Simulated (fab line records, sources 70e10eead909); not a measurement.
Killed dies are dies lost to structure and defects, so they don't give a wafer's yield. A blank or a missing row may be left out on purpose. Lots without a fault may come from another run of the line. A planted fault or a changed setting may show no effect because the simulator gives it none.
A struck lot beside a sound one | flow nand_harc | 40 steps out of a route of 1302
Sound: wafers L448.3, L448.4, L448.6. Struck: wafers L441.1, L441.2, L441.6. The cause comes at the end.
At each step with rows: each side's tool, then ch and its chambers, then its first start. Under that, the readings that differ: sound wafers | struck wafers | difference of the means | sigmas: that difference in standard deviations of wafers without a fault.
alike: readings whose means differ by less than 2 such deviations, and words and numbers that are the same on both sides. not compared: withheld readings, readings that some wafer has no value for, bounds like >300 that may hide the same value, and numbers for which the record gives no deviation and whose values overlap.
The two part at a step that has a row with sigmas, a row that says differs or no value, or rows on one side only. Numbers that don't overlap but have no deviation are shown without sigmas and don't part them. A reading that every wafer of one side lacks parts them only if that side has two wafers or more.

first, 7 steps without rows for these wafers: NHARC_P_GATE_HMDS_84 (time 30 s); NHARC_P_GATE_COAT_85; NHARC_P_GATE_SOFTBAKE_86 (time 95 s); NHARC_P_GATE_EBR_87; NHARC_P_GATE_EXPOSE_88 (exposes mask P HVN, target cd 2000 nm); NHARC_P_GATE_PEB_89 (peb time 85 s); NHARC_P_GATE_DEVELOP_90 (time 70 s).
NHARC_P_GATE_CD_MEAS_91: target cd 2000 nm.
  sound on cd_sem-02 ch 0, day 13 07:08; struck on cd_sem-03 ch 0, day 10 15:32
  alike: cd_nm
then, 1 step without rows for these wafers: NHARC_P_GATE_HARDBAKE_92 (time 80 s).
NHARC_P_GATE_DESCUM_93: chemistry O2, time 3 s.
  sound on rie_diel-05 ch 1,2,3, day 13 07:17; struck on rie_diel-12 ch 2,3, day 10 15:43
  alike: drypump_motor_current_A, oes_product_au, rf_vpp_V, showerhead_plenum_p_Torr, throttle_valve_pct
  not compared: rf_hours_counter_h
then, 2 steps without rows for these wafers: NHARC_P_GATE_IMPLANT_94; NHARC_P_GATE_STRIP_113 (strips in N2/H2, time 740 s).
NHARC_P_GATE_STRIP_95: strips in O2.
  sound on plasma_asher-02 ch 0,1, day 13 08:24; struck on plasma_asher-02 ch 0,1, day 10 16:47
  alike: drypump_motor_current_A, heater_power_w
  not compared: rf_hours_counter_h
then, 3 steps without rows for these wafers: NHARC_P_GATE_STRIP_96 (strips in SPM, time 900 s); NHARC_P_GATE_RTA_64 (time 1 s); NHARC_P_GATE_ETCH_77 (etches SiO2 in dHF, target depth 6 nm).
NHARC_P_GATE_DEGAS_109: time 60 s.
  sound on pvd_sputter-02, day 13 09:16; struck on pvd_sputter-02, day 10 17:38
  alike: heater_power_w
then, 3 steps without rows for these wafers: NHARC_P_GATE_PRE_CLEAN_110 (time 30 s); NHARC_P_GATE_SPUTTER_78 (material Ni, target thk 10 nm); NHARC_P_GATE_SPUTTER_79 (material TiN, target thk 10 nm).
NHARC_P_GATE_RTA_80: time 30 s.
  sound on rtp_anneal-02 ch 0, day 13 09:46; struck on rtp_anneal-01 ch 0, day 10 17:57
  alike: anneal_temp_c_max, wafer_temp_C_max
then, 2 steps without rows for these wafers: NHARC_P_GATE_STRIP_67 (strips in SPM, time 600 s); NHARC_P_GATE_RTA_82 (time 30 s).
NHARC_P_GATE_INSPECT_68:
  sound on defect_inspect-02, day 13 10:23; struck on defect_inspect-01, day 10 18:47
  reading          | sound       | struck      | difference | sigmas
  raw_defect_count | 199 250 148 | 545 468 464 | +293       | +4
  not compared: hold
NHARC_P_CONTACT_DEP_00: deposits SiO2, target thk 500 nm.
  sound on pecvd-03 ch 1,2; struck on pecvd-04 ch 0,1
  alike: heater_power_w, throttle_valve_pct
NHARC_P_CONTACT_CMP_01: polishes SiO2, target thk 200 nm.
  sound on cmp-01 ch 0,2,3, day 13 11:11; struck on cmp-04 ch 1,2, day 11 00:53
  alike: motor_current_A
then, 11 steps without rows for these wafers: NHARC_P_CONTACT_SRD_03; NHARC_P_CONTACT_DEHYDRATE_04 (time 120 s); NHARC_P_CONTACT_HMDS_05 (time 30 s); NHARC_P_CONTACT_COAT_33 (time 75 s); NHARC_P_CONTACT_COAT_34 (time 65 s); NHARC_P_CONTACT_COAT_06 (resist thk 90 nm); NHARC_P_CONTACT_SOFTBAKE_07 (time 55 s); NHARC_P_CONTACT_EBR_08; NHARC_P_CONTACT_EXPOSE_09 (exposes mask P CA, target cd 90 nm); NHARC_P_CONTACT_PEB_10 (peb time 65 s); NHARC_P_CONTACT_DEVELOP_11 (develop time 35 s).
NHARC_P_CONTACT_CD_MEAS_12: target cd 90 nm.
  sound on cd_sem-02 ch 0, day 13 11:52; struck on cd_sem-02 ch 0, day 11 01:35
  alike: cd_nm
NHARC_P_CONTACT_OVL_MEAS_13:
  sound on overlay-02, day 13 11:57; struck on overlay-01, day 11 01:41
  alike: overlay_x_nm, overlay_y_nm
NHARC_END_SORT_01:
  the record has rows for the sound wafers here (prober-01 ch 0, day 31 21:09) and none for the struck ones

WHERE THEY PART
First at NHARC_P_GATE_INSPECT_68; last, within this record, at NHARC_END_SORT_01.

WHY: what the simulator had put in
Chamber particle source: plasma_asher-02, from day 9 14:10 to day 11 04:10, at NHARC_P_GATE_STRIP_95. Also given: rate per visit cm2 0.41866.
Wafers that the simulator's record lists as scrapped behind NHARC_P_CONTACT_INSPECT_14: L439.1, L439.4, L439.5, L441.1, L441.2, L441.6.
